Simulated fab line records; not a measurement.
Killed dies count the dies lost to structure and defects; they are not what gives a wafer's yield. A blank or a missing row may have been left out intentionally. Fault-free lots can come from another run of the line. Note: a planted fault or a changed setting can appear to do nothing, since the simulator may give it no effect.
Which tool did it?	flow n5-finfet	24 lots, 72 wafers sampled, at 6 steps of a route of 1938

WHAT THE GAUGES SHOWED, per wafer
N5_BEOL_M12_INSPECT_55: inspects for defects (darkfield).
lot	measured	on	raw-defect-count
L074	day 11 13:38	defect-inspect-02	109 62 74
L075	day 11 19:42	defect-inspect-01	35 47 49
L076	day 12 03:53	defect-inspect-01	65 83 70
L079	day 12 08:40	defect-inspect-02	72 86 69
L077	day 13 00:43	defect-inspect-02	102 95 99
L078	day 13 06:24	defect-inspect-01	63 103 84
L080	day 13 15:56	defect-inspect-02	75 42 50
L082	day 13 20:36	defect-inspect-01	86 87 74
L081	day 14 04:49	defect-inspect-01	64 45 83
L084	day 14 10:08	defect-inspect-01	113 114 104
L086	day 14 15:01	defect-inspect-01	38 82 51
L085	day 15 06:27	defect-inspect-02	59 50 55
L083	day 15 07:02	defect-inspect-02	85 73 68
L088	day 15 11:26	defect-inspect-01	79 54 39
L089	day 15 20:10	defect-inspect-01	53 86 61
L087	day 15 20:20	defect-inspect-01	88 61 75
L090	day 15 20:26	defect-inspect-01	42 64 42
L091	day 16 14:53	defect-inspect-02	97 78 90
L093	day 17 00:23	defect-inspect-02	57 94 79
L094	day 17 01:14	defect-inspect-02	148 108 108
L092	day 17 02:32	defect-inspect-01	61 56 36
L095	day 17 04:47	defect-inspect-01	97 172 101
L096	day 17 20:26	defect-inspect-02	32 45 51
L097	day 18 08:49	defect-inspect-02	91 116 62

N5_BEOL_M13_THK_MEAS_01.
lot	measured	on	M13_ILD_THK (nm)
L074	day 11 13:50	film-metro-01	832 832 839
L075	day 11 19:53	film-metro-01	850 852 859
L076	day 12 04:04	film-metro-02	825 843 845
L079	day 12 08:51	film-metro-02	814 841 842
L077	day 13 00:54	film-metro-01	841 839 847
L078	day 13 06:35	film-metro-01	826 849 834
L080	day 13 16:08	film-metro-02	831 827 847
L082	day 13 20:47	film-metro-02	833 829 846
L081	day 14 05:01	film-metro-02	826 836 842
L084	day 14 10:19	film-metro-02	835 841 843
L086	day 14 15:13	film-metro-02	818 836 835
L085	day 15 06:38	film-metro-02	814 820 836
L083	day 15 07:13	film-metro-02	837 839 841
L088	day 15 11:37	film-metro-02	852 837 858
L089	day 15 20:21	film-metro-01	835 833 837
L087	day 15 20:31	film-metro-01	829 843 847
L090	day 15 20:37	film-metro-02	831 845 850
L091	day 16 15:05	film-metro-02	827 854 852
L093	day 17 00:38	film-metro-01	841 849 847
L094	day 17 01:25	film-metro-02	838 838 851
L092	day 17 02:44	film-metro-01	843 834 846
L095	day 17 04:59	film-metro-02	828 845 835
L096	day 17 20:37	film-metro-01	832 835 833
L097	day 18 09:00	film-metro-02	835 839 836

N5_BEOL_M14_INSPECT_55: inspects for defects (darkfield).
lot	measured	on	raw-defect-count
L074	day 12 01:15	defect-inspect-01	69 53 54
L075	day 12 05:01	defect-inspect-02	64 77 168
L076	day 12 12:29	defect-inspect-02	63 52 96
L079	day 13 00:30	defect-inspect-01	97 39 42
L077	day 13 15:41	defect-inspect-01	73 94 82
L078	day 13 15:46	defect-inspect-02	72 68 59
L080	day 14 03:43	defect-inspect-02	89 77 54
L082	day 14 11:25	defect-inspect-02	101 79 63
L081	day 14 20:41	defect-inspect-02	82 60 43
L084	day 14 21:56	defect-inspect-01	77 63 34
L086	day 15 01:57	defect-inspect-01	39 71 74
L085	day 15 16:13	defect-inspect-02	69 65 69
L083	day 15 18:01	defect-inspect-01	57 42 41
L088	day 16 01:51	defect-inspect-01	66 40 44
L089	day 16 07:09	defect-inspect-01	60 68 104
L087	day 16 09:16	defect-inspect-01	76 109 84
L090	day 16 09:55	defect-inspect-01	56 69 71
L091	day 17 04:21	defect-inspect-01	75 83 55
L093	day 17 11:53	defect-inspect-01	65 67 82
L094	day 17 13:23	defect-inspect-02	98 77 116
L092	day 17 13:43	defect-inspect-02	73 46 54
L095	day 17 17:40	defect-inspect-01	74 64 65
L096	day 18 12:17	defect-inspect-02	96 73 61
L097	day 18 19:05	defect-inspect-01	76 79 50

N5_BEOL_M15_THK_MEAS_01.
lot	measured	on	M15_ILD_THK (nm)
L074	day 12 01:32	film-metro-01	1612 1618 1615
L075	day 12 05:18	film-metro-02	1643 1634 1643
L076	day 12 12:46	film-metro-02	1644 1644 1635
L079	day 13 00:47	film-metro-01	1637 1628 1633
L077	day 13 15:58	film-metro-02	1628 1628 1646
L078	day 13 16:03	film-metro-02	1600 1626 1626
L080	day 14 04:00	film-metro-01	1619 1616 1646
L082	day 14 11:43	film-metro-01	1652 1637 1670
L081	day 14 20:58	film-metro-01	1625 1630 1640
L084	day 14 22:14	film-metro-02	1632 1644 1666
L086	day 15 02:14	film-metro-02	1636 1632 1663
L085	day 15 16:30	film-metro-01	1648 1643 1656
L083	day 15 18:19	film-metro-02	1613 1597 1645
L088	day 16 02:08	film-metro-01	1599 1597 1627
L089	day 16 07:26	film-metro-02	1624 1623 1663
L087	day 16 09:39	film-metro-02	1595 1615 1617
L090	day 16 10:19	film-metro-01	1600 1603 1616
L091	day 17 04:39	film-metro-01	1641 1665 1663
L093	day 17 12:16	film-metro-01	1620 1629 1619
L094	day 17 13:47	film-metro-01	1566 1607 1615
L092	day 17 14:00	film-metro-02	1632 1643 1672
L095	day 17 17:57	film-metro-01	1645 1653 1641
L096	day 18 12:35	film-metro-02	1610 1639 1609
L097	day 18 19:23	film-metro-01	1626 1663 1662

TOOL THAT RAN EACH LOT (tool first, then ch and the chambers of the sampled wafers, then the start)
lot	N5_BEOL_M12_DEP_53	N5_BEOL_M13_ETCH_38
L074	pecvd-01 ch 0,1,2, day 11 13:33	rie-diel-06 ch 0,1,3, day 11 17:40
L075	pecvd-01 ch 0,1, day 11 19:37	rie-diel-06 ch 1,3, day 11 22:07
L076	pecvd-04 ch 0,2, day 12 03:47	rie-diel-06 ch 1,3, day 12 06:55
L079	pecvd-02 ch 1,2, day 12 08:34	rie-diel-01 ch 0,2, day 12 11:28
L077	pecvd-02 ch 0,1,2, day 13 00:37	rie-diel-03 ch 0,3, day 13 05:11
L078	pecvd-01 ch 0,1,2, day 13 06:19	rie-diel-06 ch 0,1,2, day 13 08:45
L080	pecvd-04 ch 0,1,2, day 13 15:52	rie-diel-01 ch 1,3, day 13 20:02
L082	pecvd-02 ch 1,2, day 13 20:31	rie-diel-01 ch 0,3, day 14 02:40
L081	pecvd-01 ch 1,2, day 14 04:44	rie-diel-06 ch 0,2, day 14 08:07
L084	pecvd-01 ch 1,2, day 14 10:02	rie-diel-06 ch 1,2, day 14 13:35
L086	pecvd-04 ch 0,1, day 14 14:55	rie-diel-01 ch 0,3, day 14 17:47
L085	pecvd-01 ch 0,1,2, day 15 06:22	rie-diel-01 ch 0,3, day 15 08:45
L083	pecvd-04 ch 0,2, day 15 06:56	rie-diel-06 ch 0,1, day 15 09:26
L088	pecvd-04 ch 1,2, day 15 11:19	rie-diel-01 ch 0,3, day 15 15:36
L089	pecvd-02 ch 0,1,2, day 15 20:04	rie-diel-03 ch 1,2,3, day 15 23:19
L087	pecvd-02 ch 0,1,2, day 15 20:14	rie-diel-03 ch 2,3, day 15 23:26
L090	pecvd-04 ch 0,1, day 15 20:20	rie-diel-06 ch 0,1,2, day 15 23:35
L091	pecvd-01 ch 0,1, day 16 14:48	rie-diel-01 ch 1,3, day 16 17:52
L093	pecvd-01 ch 0,2, day 17 00:18	rie-diel-03 ch 0,3, day 17 04:40
L094	pecvd-04 ch 0,1, day 17 01:08	rie-diel-01 ch 0,2,3, day 17 05:38
L092	pecvd-01 ch 0,2, day 17 02:26	rie-diel-01 ch 1,2, day 17 06:13
L095	pecvd-01 ch 0,2, day 17 04:40	rie-diel-01 ch 1,2,3, day 17 08:22
L096	pecvd-04 ch 0,1,2, day 17 20:20	rie-diel-03 ch 0,2,3, day 18 01:20
L097	pecvd-02 ch 0,1, day 18 08:44	rie-diel-03 ch 2,3, day 18 12:52
- N5_BEOL_M12_DEP_53: deposits SiCN from 3MS/NH3, target thk 30 nm, time 10.5 s.
- N5_BEOL_M13_ETCH_38: etches SiCN in CF4/N2, target depth 67.5 nm, time 71.9 s.

WHAT THE TOOLS THEMSELVES READ (means of the sampled wafers that have a number; where no wafer has one, the mark that the record gives instead)
N5_BEOL_M12_DEP_53.
lot	tool	showerhead-plenum-p-Torr (Torr)	throttle-valve-pct (%)
L074	pecvd-01	4.157	18.5
L075	pecvd-01	4.152	18.0
L076	pecvd-04	4.156	17.9
L079	pecvd-02	4.165	19.1
L077	pecvd-02	4.157	18.4
L078	pecvd-01	4.157	18.7
L080	pecvd-04	4.169	18.3
L082	pecvd-02	4.156	18.9
L081	pecvd-01	4.160	19.4
L084	pecvd-01	4.154	19.6
L086	pecvd-04	4.198	18.5
L085	pecvd-01	4.153	18.8
L083	pecvd-04	4.149	17.8
L088	pecvd-04	4.196	18.6
L089	pecvd-02	4.155	18.4
L087	pecvd-02	4.159	18.4
L090	pecvd-04	4.170	18.2
L091	pecvd-01	4.149	18.1
L093	pecvd-01	4.154	18.7
L094	pecvd-04	4.194	18.4
L092	pecvd-01	4.154	18.0
L095	pecvd-01	4.156	18.8
L096	pecvd-04	4.173	18.1
L097	pecvd-02	4.142	19.1

N5_BEOL_M13_ETCH_38.
lot	tool	drypump-motor-current-A (A)	oes-product-au (a.u.)	rf-vpp-V (V)	showerhead-plenum-p-Torr (Torr)	throttle-valve-pct (%)
L074	rie-diel-06	5.52	0.81	382.4	2.19	15.28
L075	rie-diel-06	5.67	0.82	381.4	2.19	15.27
L076	rie-diel-06	5.36	0.76	381.6	2.14	15.40
L079	rie-diel-01	5.48	0.72	382.4	2.20	15.66
L077	rie-diel-03	5.61	0.79	381.7	2.18	15.39
L078	rie-diel-06	5.78	0.82	384.6	2.26	15.18
L080	rie-diel-01	5.60	0.70	382.3	2.22	15.51
L082	rie-diel-01	5.46	0.75	381.4	2.15	15.39
L081	rie-diel-06	5.63	0.81	384.1	2.25	15.19
L084	rie-diel-06	5.96	0.79	384.0	2.28	15.22
L086	rie-diel-01	5.26	0.77	382.4	2.19	15.51
L085	rie-diel-01	5.27	0.76	381.3	2.19	15.54
L083	rie-diel-06	5.61	0.82	382.8	2.22	15.21
L088	rie-diel-01	5.26	0.76	381.8	2.19	15.54
L089	rie-diel-03	5.42	0.78	380.5	2.12	15.58
L087	rie-diel-03	5.44	0.77	381.4	2.18	15.80
L090	rie-diel-06	5.78	0.80	383.3	2.25	15.23
L091	rie-diel-01	5.64	0.79	380.7	2.16	15.25
L093	rie-diel-03	5.61	0.95	381.1	2.17	15.10
L094	rie-diel-01	5.47	0.79	380.9	2.17	15.42
L092	rie-diel-01	5.62	0.93	381.9	2.22	15.18
L095	rie-diel-01	5.65	0.86	381.2	2.18	15.24
L096	rie-diel-03	5.55	0.84	381.2	2.17	15.48
L097	rie-diel-03	5.56	0.81	381.1	2.17	15.61

THE ANSWER, worked out from the rows above alone
Rule: the lots themselves supply what counts as usual. The widest of any qualifying gaps counts: lots, ordered by their means at a reading, are off when they make up no more than a third of the lots, leave a main group of 4 or more, and stand apart from it by 3 or more times the standard deviation of that group's means. If all means in a main group match to the digits the tables above print for the reading, that group is not used. A lot without any number at a reading at which 4 lots or more have one is off too. The other lots that the step has rows for count as sound. After the gauges, taken in route order, come the tools' own readings; for these a lot's mean is taken, as printed above. The first step at which some lot is off is used, and at that step the reading that is off furthest; a lot without a number counts as furthest.
Nothing can be told from this: no lot is off at any reading shown.

WHAT WAS PUT IN BY THE SIMULATOR
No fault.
